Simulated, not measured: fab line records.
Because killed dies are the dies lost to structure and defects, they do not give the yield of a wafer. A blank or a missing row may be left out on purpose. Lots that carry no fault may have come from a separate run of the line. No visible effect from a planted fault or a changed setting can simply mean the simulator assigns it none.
fab line records | flow nand-harc
record lots=5 wafers=15 last-day=33
route steps=1302 shown P_ZERO_WELL@14 END@1302
lots that met no fault: taken from a fault-free run of the same line
start-h: hours from the record's opening day to when the first of the lot's shown wafers began | wait-h: hours elapsed since this lot's preceding step | " unchanged from the row above | L1.1+2: a single row standing in for several wafers | - no value, or no start given | * or withheld: withheld | < > ~ a bound
route shown NAME@n: a module of which the file shows steps, and the number in the route of the first | usual: mean/standard deviation taken from wafers without a fault | same: alike in all rows | chamber/n: place in a boat | sites: readings site by site | _std_site: how widely they spread, as a standard deviation | _edge_site: mean of outer sites minus mean of inner sites | radius-mm: how far each site lies from the wafer's centre | mask NAME#n: copy n | behind: the tool/chamber that last shaped the wafer | hold: why the lot went on hold/how many hours it stayed there/how the hold came to an end | device: transistor that didn't switch, given as n, p or np | end of line: tests run on the same wafers once the route is complete | step lacking rows: just its recipe | killed: at the first sort, the dies lost to defects and structure; wafer yield is something else | map: the dies of a wafer, with x for killed, . for not killed, _ for no die there
set.NAME: the setting the step ran with; set.NAME@STEP: the setting that earlier step ran with | model.NAME: the simulator's own value behind a step, which no gauge read
lots at some steps of the route; a table a step, a row a wafer
services: when a tool's chamber went out of use (start-h, in hours from the record's first day, below 0 if earlier), for how many hours, and the reason
## steps
# step NHARC_P_ZERO_WELL_CD_MEAS_11
# recipe target-cd-nm=500 landing-energy-ev=500
# usual cd-nm=499.6/2.3
# columns lot.wafer tool chamber start-h wait-h cd-nm
L742.1 cd-sem-01 0 21.24 - 498.9
L742.4 " 0 " " 502.0
L742.5 " 0 " " 498.0
L746.2 cd-sem-03 0 61.24 - 500.8
L746.4 " 0 " " 502.3
L746.6 " 0 " " 498.2
L753.1 cd-sem-03 0 131.24 - 499.5
L753.2 " 0 " " 499.5
L753.6 " 0 " " 503.2
L760.1 cd-sem-02 0 201.25 - 497.5
L760.5 " 0 " " 497.1
L760.6 " 0 " " 493.8
L764.2 cd-sem-01 0 241.36 - 500.9
L764.4 " 0 " " 500.4
L764.5 " 0 " " 498.2
# step NHARC_P_ZERO_WELL_HARDBAKE_12
# recipe temp-c=118 time-s=65
# step NHARC_P_ZERO_WELL_DESCUM_13
# recipe time-s=3 o2-flow-sccm=200 ar-flow-sccm=0 bias-power-w=0 chemistry=O2
# usual drypump-motor-current-A=5.6/0.44 oes-product-au=1.002/0.015 rf-vpp-V=57.7/0.95 showerhead-plenum-p-Torr=1.91/0.091 throttle-valve-pct=11.310/0.0092
# same bias-power-w=0
# columns lot.wafer tool chamber start-h wait-h drypump-motor-current-A oes-product-au rf-hours-counter-h rf-vpp-V showerhead-plenum-p-Torr throttle-valve-pct
L742.4 rie-diel-02 1 21.41 - 5.7 0.992 47 56.8 1.80 11.326
L742.1 " 2 " " 5.3 0.998 46 57.4 1.92 11.321
L742.5 " 0 " " 6.4 1.000 - 58.6 2.03 11.312
L746.2 rie-diel-02 1 61.41 - 5.7 0.996 3 56.3 1.79 11.309
L746.4 " 1 " " 5.7 0.991 - 56.9 1.79 11.302
L746.6 " 2 " " 5.3 0.978 - 58.0 1.92 11.299
L753.1 rie-diel-13 3 131.39 - 5.2 1.015 47 58.8 1.97 11.317
L753.2 " 1 " " 6.0 1.015 44 57.4 1.78 11.309
L753.6 " 3 " " 5.2 1.014 - 57.7 1.97 11.316
L760.1 rie-diel-04 0 201.45 - 5.3 0.982 2 58.2 2.01 11.289
L760.5 " 1 " " 6.0 1.012 - 57.3 1.78 11.308
L760.6 " 2 " " 4.9 1.005 - 57.5 1.96 11.315
L764.4 rie-diel-02 0 241.51 - 6.4 0.989 5 57.4 2.01 11.312
L764.2 " 3 " " 5.1 0.999 6 58.8 1.92 11.311
L764.5 " 0 " " 6.4 0.994 - 58.3 2.01 11.304
# step NHARC_P_ZERO_WELL_ETCH_65
# recipe target-depth-a=800 overetch-a=240 time-s=87.88 ion-energy-ev=200 n2-flow-sccm=150 h2-flow-sccm=150 ar-flow-sccm=0 rf-w=400 bias-w=150 chemistry=N2/H2
# usual drypump-motor-current-A=5.6/0.44 n2-flow-sccm=150.0/0.46 oes-product-au=1.001/0.015 rf-vpp-V=430.7/2.9 showerhead-plenum-p-Torr=2.05/0.099 throttle-valve-pct=14.171/0.0094
# columns lot.wafer tool chamber start-h wait-h drypump-motor-current-A n2-flow-sccm oes-product-au rf-hours-counter-h rf-vpp-V showerhead-plenum-p-Torr throttle-valve-pct
L742.4 rie-diel-02 1 21.52 0.1 5.7 150.2 0.994 47 427.1 1.91 14.184
L742.1 " 0 " " 6.4 149.6 1.003 50 433.9 2.17 14.172
L742.5 " 2 " " 5.3 150.4 0.996 - 430.1 2.05 14.164
L746.2 rie-diel-02 3 61.52 0.1 5.1 149.7 0.983 2 432.2 2.07 14.178
L746.6 " 1 " " 5.7 150.1 0.998 - 428.2 1.91 14.180
L746.4 " 3 " " 5.1 149.4 0.994 - 430.5 2.07 14.168
L753.1 rie-diel-13 3 131.48 0.1 5.2 149.2 1.013 47 432.8 2.10 14.171
L753.2 " 1 " " 6.1 149.9 1.000 44 425.2 1.89 14.173
L753.6 " 0 " " 5.5 150.4 1.022 - 433.3 2.13 14.173
L760.1 rie-diel-04 0 201.58 0.1 5.3 150.3 0.988 2 432.9 2.14 14.162
L760.6 " 2 " " 4.8 150.6 1.000 - 432.2 2.09 14.168
L760.5 " 3 " " 5.5 150.3 0.962 - 436.2 2.22 14.163
L764.2 rie-diel-02 2 241.60 0.1 5.3 150.1 1.002 7 429.9 2.02 14.180
L764.4 " 0 " " 6.4 149.9 1.004 5 434.2 2.14 14.170
L764.5 " 2 " " 5.3 149.7 1.015 - 430.2 2.02 14.185
# step NHARC_P_ZERO_WELL_ETCH_62
# recipe target-depth-a=130 time-s=6.5 chf3-flow-sccm=50 ar-flow-sccm=200 rf-w=500 bias-w=200 chemistry=CHF3/Ar
# usual drypump-motor-current-A=5.6/0.43 oes-product-au=0.955/0.025 rf-vpp-V=370.9/2.5 showerhead-plenum-p-Torr=2.35/0.1 throttle-valve-pct=20.217/0.0093
# columns lot.wafer tool chamber start-h wait-h drypump-motor-current-A oes-product-au rf-hours-counter-h rf-vpp-V showerhead-plenum-p-Torr throttle-valve-pct
L742.1 rie-diel-02 1 - - 5.7 0.933 48 367.9 2.21 20.213
L742.4 " 3 " " 5.1 0.958 44 373.1 2.38 20.231
L742.5 " 0 " " 6.4 0.937 - 374.1 2.48 20.216
L746.2 rie-diel-02 2 - - 5.3 0.942 4 369.6 2.35 20.212
L746.4 " 3 " " 5.1 0.963 - 371.6 2.37 20.212
L746.6 " 1 " " 5.7 0.972 - 367.5 2.20 20.221
L753.2 rie-diel-13 2 - - 6.0 0.972 45 371.9 2.36 20.226
L753.1 " 0 " " 5.5 0.972 45 373.0 2.44 20.210
L753.6 " 2 " " 6.0 0.974 - 371.7 2.36 20.209
L760.1 rie-diel-04 0 - - 5.3 0.927 3 371.6 2.46 20.205
L760.5 " 3 " " 5.5 0.909 - 374.9 2.53 20.217
L760.6 " 0 " " 5.3 0.934 - 373.0 2.45 20.226
L764.2 rie-diel-02 3 - - 5.1 0.970 6 371.0 2.35 20.190
L764.4 " 0 " " 6.4 0.960 5 373.2 2.45 20.204
L764.5 " 0 " " 6.4 0.962 - 374.0 2.45 20.225
# step NHARC_P_ZERO_WELL_ETCH_63
# recipe target-depth-a=1200 time-s=40.1 hbr-flow-sccm=150 cl2-flow-sccm=50 rf-w=400 icp-w=400 bias-w=100 chemistry=HBr/Cl2
# usual drypump-motor-current-A=5.5/0.51 oes-product-au=0.998/0.012 throttle-valve-pct=26.405/0.0082
# columns lot.wafer tool chamber start-h wait-h drypump-motor-current-A oes-product-au rf-hours-counter-h throttle-valve-pct
L742.1 rie-si-06 2 22.79 - 5.2 0.979 0.8 26.399
L742.5 " 0 " " 5.5 0.995 - 26.398
L742.4 " 1 " " 5.5 0.981 - 26.404
L746.2 rie-si-03 0 61.69 - 5.4 0.994 0.0 26.415
L746.4 " 3 " " 6.5 0.991 0.0 26.406
L746.6 " 1 " " 5.5 1.013 - 26.404
L753.2 rie-si-03 1 131.65 - 5.5 0.995 0.5 26.409
L753.1 " 2 " " 6.5 0.992 0.6 26.412
L753.6 " 0 " " 5.4 1.006 - 26.419
L760.1 rie-si-06 0 201.76 - 5.5 0.994 0.7 26.415
L760.5 " 3 " " 4.8 1.011 - 26.408
L760.6 " 0 " " 5.5 0.993 - 26.392
L764.4 rie-si-03 2 241.77 - 6.5 0.986 0.2 26.400
L764.2 " 0 " " 5.4 0.994 0.1 26.403
L764.5 " 2 " " 6.5 0.984 - 26.399
# step NHARC_P_ZERO_WELL_STRIP_15
# recipe time-s=900 temp-c=130 chemistry=SPM
# step NHARC_P_ZERO_WELL_DEHYDRATE_16
# recipe temp-c=150 time-s=120
# step NHARC_P_ZERO_WELL_HMDS_17
# recipe time-s=30
# step NHARC_P_ZERO_WELL_COAT_18
# recipe spin-rpm=withheld
# step NHARC_P_ZERO_WELL_SOFTBAKE_19
# recipe temp-c=122 time-s=95
# step NHARC_P_ZERO_WELL_EBR_20
# step NHARC_P_ZERO_WELL_EXPOSE_21
# recipe na=0.6 target-cd-nm=720 dose-mj=22.31 mask-id=P_NWELL
# usual focus-offset-nm=-0.1/0.49
# columns lot.wafer tool chamber start-h wait-h mask focus-offset-nm
L742.1 krf-scanner-04 0 23.55 - P_NWELL#0 -0.8
L742.4 " 0 " " P_NWELL#0 0.1
L742.5 " 0 " " P_NWELL#0 0.2
L746.2 krf-scanner-01 0 62.34 - P_NWELL#0 0.9
L746.4 " 0 " " P_NWELL#0 -0.3
L746.6 " 0 " " P_NWELL#0 -0.2
L753.1 krf-scanner-01 0 132.45 - P_NWELL_R1#0 -0.5
L753.2 " 0 " " P_NWELL_R1#0 -0.8
L753.6 " 0 " " P_NWELL_R1#0 -0.7
L760.1 krf-scanner-02 0 202.51 - P_NWELL#0 0.1
L760.5 " 0 " " P_NWELL#0 -0.2
L760.6 " 0 " " P_NWELL#0 0.3
L764.2 krf-scanner-04 0 242.55 - P_NWELL#0 -0.4
L764.4 " 0 " " P_NWELL#0 -0.1
L764.5 " 0 " " P_NWELL#0 -0.4
# step NHARC_P_ZERO_WELL_PEB_22
# recipe peb-temp-c=118 peb-time-s=85
# step NHARC_P_ZERO_WELL_DEVELOP_23
# recipe time-s=70
# step NHARC_P_ZERO_WELL_CD_MEAS_24
# recipe target-cd-nm=720 landing-energy-ev=500
# usual cd-nm=720.2/2.2
# columns lot.wafer tool chamber start-h wait-h hold cd-nm
L742.1 cd-sem-02 0 23.71 - - 718.9
L742.4 " 0 " " - 720.1
L742.5 " 0 " " - 716.9
L746.2 cd-sem-01 0 62.50 - - 719.4
L746.4 " 0 " " - 719.5
L746.6 " 0 " " - 721.4
L753.1 cd-sem-03 0 132.61 - await-dispo/0.2h/release 692.4
L753.2 " 0 " " await-dispo/0.2h/release 686.0
L753.6 " 0 " " await-dispo/0.2h/release 691.0
L753.1 cd-sem-03 0 - - - 692.5
L753.2 " 0 " " - 686.2
L753.6 " 0 " " - 691.0
L760.1 cd-sem-01 0 202.66 - - 719.8
L760.5 " 0 " " - 720.1
L760.6 " 0 " " - 721.5
L764.2 cd-sem-03 0 242.70 - - 723.2
L764.4 " 0 " " - 718.9
L764.5 " 0 " " - 720.3
# step NHARC_P_ZERO_WELL_DESCUM_26
# recipe time-s=3 o2-flow-sccm=200 ar-flow-sccm=0 bias-power-w=0 chemistry=O2
# usual drypump-motor-current-A=5.5/0.46 oes-product-au=1.001/0.014 rf-vpp-V=57.8/0.89 showerhead-plenum-p-Torr=1.91/0.094 throttle-valve-pct=11.311/0.0092
# same bias-power-w=0
# columns lot.wafer tool chamber start-h wait-h drypump-motor-current-A oes-product-au rf-hours-counter-h rf-vpp-V showerhead-plenum-p-Torr throttle-valve-pct model.P_ZERO_WELL.cd-nm
L742.4 rie-diel-13 2 23.88 - 6.1 0.998 9 57.8 1.94 11.307 719.9
L742.1 " 0 " " 5.5 1.007 11 57.2 2.01 11.312 718.7
L742.5 " 2 " " 6.1 1.002 - 57.5 1.94 11.303 716.6
L746.2 rie-diel-04 3 62.65 - 5.6 1.002 13 56.5 1.77 11.303 719.2
L746.4 " 2 " " 4.8 0.995 17 58.3 1.98 11.312 720.4
L746.6 " 3 " " 5.6 0.991 - 57.3 1.77 11.314 721.5
L753.1 rie-diel-13 0 141.71 - 5.5 1.028 45 58.1 2.00 11.305 692.6
L753.2 " 1 " " 6.1 1.014 44 56.9 1.78 11.306 686.5
L753.6 " 0 " " 5.5 1.023 - 59.2 2.00 11.314 691.6
L760.1 rie-diel-13 2 202.86 - 6.0 0.993 12 57.2 1.92 11.313 719.6
L760.5 " 3 " " 5.3 1.001 - 58.4 1.96 11.307 721
L760.6 " 0 " " 5.5 1.023 - 57.7 1.99 11.304 721.2
L764.4 rie-diel-04 1 242.86 - 6.0 0.996 15 57.3 1.78 11.306 719.2
L764.2 " 2 " " 4.8 1.012 14 58.4 1.96 11.320 723.8
L764.5 " 1 " " 6.0 0.992 - 57.0 1.78 11.324 720.9
# step NHARC_P_ZERO_WELL_IMPLANT_27
# recipe energy-kev=600 dose-cm2=1e+13 tilt-deg=7
# step NHARC_END_SORT_01
# recipe temp-c=25
# usual killed-at-array=46/15 killed-at-other=1.0/1.3 killed-at-periphery=4/3 killed-dies=51/15 killed-open=3.2/1.8 killed-short=2.5/1.5
# same gross-dies=677
# columns lot.wafer tool chamber start-h wait-h killed-at-array killed-at-other killed-at-periphery killed-dies killed-open killed-short
L746.2 prober-01 0 625.15 2.8 45 2 6 53 5 5
L746.4 prober-01 0 626.74 3.4 65 1 5 71 1 1
L746.6 prober-01 0 628.33 4.0 67 0 2 69 4 1
L753.1 prober-02 0 689.39 2.5 27 0 4 31 6 3
L753.2 prober-02 0 690.16 2.8 18 1 2 21 2 2
L753.6 prober-02 0 693.28 3.9 34 0 2 36 7 6
L760.1 prober-01 0 747.57 2.5 43 3 2 48 3 5
L760.5 prober-01 0 750.75 3.7 49 6 4 59 3 2
L760.6 prober-01 0 751.55 4.0 37 3 4 44 3 1
# killed by level:class
L746.2 A_SLIT:chamber-film-flake=22 A_CHANNEL_HOLE_D2:chamber-film-flake=12 A_CONTACT:chamber-film-flake=3 P_CONTACT:geometric-particle:short=2 P_CONTACT:geometric-particle:open=2 A_WL_FILL:geometric-particle:short=2 P_M0:geometric-particle:open=1 A_WL_FILL:geometric-particle:open=1
L746.4 A_CHANNEL_HOLE_D2:chamber-film-flake=39 A_SLIT:chamber-film-flake=14 A_STAIRCASE:chamber-film-flake=4 A_SGD_CUT:chamber-film-flake=3 P_M1:chamber-film-flake=2 A_DECK1_JOINT:chamber-film-flake=2 P_CONTACT:geometric-particle:open=1 STARTING-WAFER:geometric-particle:short=1
L746.6 A_CHANNEL_HOLE_D2:chamber-film-flake=37 A_SLIT:chamber-film-flake=17 A_WL_FILL:chamber-film-flake=4 A_CHANNEL_HOLE_D1:chamber-film-flake=2 A_CONTACT:chamber-film-flake=2 P_CONTACT:geometric-particle:short=1 P_M2:geometric-particle:open=1 A_CHANNEL_FILL_D2:geometric-particle:open=1
L753.1 A_CHANNEL_HOLE_D2:chamber-film-flake=6 A_SLIT:chamber-film-flake=6 A_CHANNEL_HOLE_D1:chamber-film-flake=4 A_M1:geometric-particle:open=3 P_GATE:geometric-particle:short=1 P_CONTACT:geometric-particle:open=1 A_ONON_D2:geometric-particle:short=1 A_SGD_CUT:geometric-particle:open=1
L753.2 A_CHANNEL_HOLE_D2:chamber-film-flake=10 A_CHANNEL_HOLE_D1:chamber-film-flake=6 P_GATE:geometric-particle:open=1 P_M1:geometric-particle:short=1 A_ONON_D1:geometric-particle:open=1 STARTING-WAFER:geometric-particle:short=1 A_CONTACT:chamber-film-flake=1
L753.6 A_CHANNEL_HOLE_D2:chamber-film-flake=12 A_CHANNEL_HOLE_D1:chamber-film-flake=5 A_ONON_D1:geometric-particle:short=3 A_STAIRCASE:chamber-film-flake=3 A_SLIT:chamber-film-flake=3 A_ONON_D2:geometric-particle:open=2 P_CONTACT:geometric-particle:short=1 P_M1:geometric-particle:open=1
L760.1 A_SLIT:chamber-film-flake=17 A_CONTACT:chamber-film-flake=6 A_STAIRCASE:chamber-film-flake=5 A_CHANNEL_HOLE_D1:chamber-film-flake=4 A_ZERO_WELL:chamber-film-flake=3 A_CHANNEL_FILL_D1:geometric-particle:short=2 THIN_TSV:chamber-film-flake=2 P_M0:geometric-particle:open=1
L760.5 A_SLIT:chamber-film-flake=17 A_STAIRCASE:chamber-film-flake=8 A_CONTACT:chamber-film-flake=8 A_CHANNEL_HOLE_D1:chamber-film-flake=7 A_ZERO_WELL:chamber-film-flake=3 HYBRID_BOND:chamber-film-flake=3 THIN_TSV:chamber-film-flake=3 P_M2:chamber-film-flake=2
L760.6 A_SLIT:chamber-film-flake=15 A_CONTACT:chamber-film-flake=10 A_CHANNEL_HOLE_D1:chamber-film-flake=8 THIN_TSV:chamber-film-flake=3 P_CONTACT:geometric-particle:open=2 P_GATE:chamber-film-flake=2 A_STAIRCASE:chamber-film-flake=2 A_CHANNEL_FILL_D1:geometric-particle:short=1
## services
# columns tool chamber start-h hours kind
rie-diel-02 - 0.84 0.6 repair
rie-diel-04 - 1.05 9.0 pm
rie-si-06 3 6.42 21.4 repair
krf-scanner-04 - 10.00 4.0 pm
rie-diel-13 - 22.69 0.5 repair
rie-diel-02 - 40.62 9.0 pm
rie-si-03 - 44.00 9.0 pm
rie-diel-02 0 59.56 14.9 repair
rie-si-03 - 61.04 0.6 repair
krf-scanner-01 - 69.39 6.7 repair
rie-diel-02 3 70.49 7.2 repair
rie-si-06 - 72.00 9.0 pm
rie-diel-04 3 117.91 8.2 repair
krf-scanner-01 - 123.32 0.2 repair
rie-si-03 3 130.04 3.7 repair
rie-si-06 1 133.78 11.0 repair
rie-diel-13 - 165.06 9.0 pm
rie-diel-04 - 178.05 9.0 pm
rie-diel-02 1 178.38 5.0 repair
rie-si-03 2 179.72 4.7 repair
rie-diel-04 0 206.95 14.8 repair
rie-diel-02 - 217.62 9.0 pm
rie-diel-04 3 220.18 7.9 repair
rie-si-03 - 221.00 9.0 pm
## key
first-sign step=NHARC_P_ZERO_WELL_EXPOSE_21 reading=mask direction=changed
effect step=NHARC_P_ZERO_WELL_CD_MEAS_24 reading=visit direction=added
effect step=NHARC_P_ZERO_WELL_CD_MEAS_24 reading=cd-nm direction=down sigmas=14 usual=720.2 struck=689.8
model-effect step=NHARC_P_ZERO_WELL_DESCUM_26 value=P_ZERO_WELL.cd-nm without=721.9 struck=690.2
met-at NHARC_P_ZERO_WELL_EXPOSE_21
struck-wafers L753.1,L753.2,L753.6
tester-left-out L753
onset-between 62.34 132.45
fault kind=wrong-mask tool=any chamber=- onset-h=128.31 steps=NHARC_P_ZERO_WELL_EXPOSE_21 aux-copy=P_NWELL_R1#0 cd-offset-nm=-31.52 scope=struck-lots-only
# tester-left-out: of these lots the tester's yield and bins aren't shown, on N5 and GAA mostly nor the transistor test; their killed dies are dies lost to structure and defects alone, not to doping, threshold or leakage, so they don't give the yield
